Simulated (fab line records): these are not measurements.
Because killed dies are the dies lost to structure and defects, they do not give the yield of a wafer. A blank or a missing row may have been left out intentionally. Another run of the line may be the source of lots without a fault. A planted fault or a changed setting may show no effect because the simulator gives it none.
Chamber matching | flow nand harc | 4 sister chambers for NHARC_P_ZERO_WELL_DESCUM_39 on rie diel-04
The step chemistry O2, time 3 s. 8 wafers are shown with their chamber, then 12 later ones without.

== WAFERS, EACH WITH ITS CHAMBER ==
wafer  | chamber | showerhead plenum p Torr (Torr) | drypump motor current A (A)
L082.2 | 0       | 1.84                            | 5.2
L083.6 | 2       | 1.95                            | 5.7
L086.1 | 1       | 1.77                            | 5.4
L086.5 | 2       | 1.95                            | 5.7
L086.6 | 3       | 1.93                            | 6.3
L087.3 | 1       | 1.77                            | 5.3
L087.4 | 0       | 1.83                            | 5.2
L087.6 | 3       | 1.93                            | 6.2

== WAFERS WITH NO CHAMBER GIVEN ==
wafer  | showerhead plenum p Torr (Torr) | drypump motor current A (A)
L092.4 | 2.08                            | 5.4
L092.5 | 1.92                            | 6.2
L092.6 | 1.94                            | 5.7
L093.1 | 1.83                            | 5.2
L093.3 | 2.07                            | 5.4
L093.4 | 1.94                            | 5.7
L095.4 | 1.83                            | 5.2
L095.5 | 1.83                            | 5.2
L095.6 | 1.92                            | 6.2
L096.2 | 1.94                            | 5.7
L096.3 | 1.92                            | 6.2
L096.6 | 1.92                            | 6.2

== WHICH CHAMBER EACH ONE RAN IN ==
wafer  | from the rows above | in truth
L092.4 | 2                   | 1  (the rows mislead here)
L092.5 | 3                   | 3
L092.6 | 2                   | 2
L093.1 | 0                   | 0
L093.3 | 2                   | 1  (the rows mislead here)
L093.4 | 2                   | 2
L095.4 | 0                   | 0
L095.5 | 0                   | 0
L095.6 | 3                   | 3
L096.2 | 2                   | 2
L096.3 | 3                   | 3
L096.6 | 3                   | 3
Correct placement for 10 of the 12. Number that these rows cannot place: 0. Placed wrongly: 2.
How it was worked out, from the rows above alone: a wafer's distance from a chamber is the root of the sum, over the readings, of the square of ((its reading less the chamber's mean) divided by the reading's scatter). The wafer belongs to the nearest chamber; if the next one is less than 2 further off, it can't be placed. A chamber's mean is the mean of its shown wafers. The scatter: take each reading less its chamber's mean, square it, sum over the shown wafers, divide by the number of wafers less the number of chambers, and take the root.
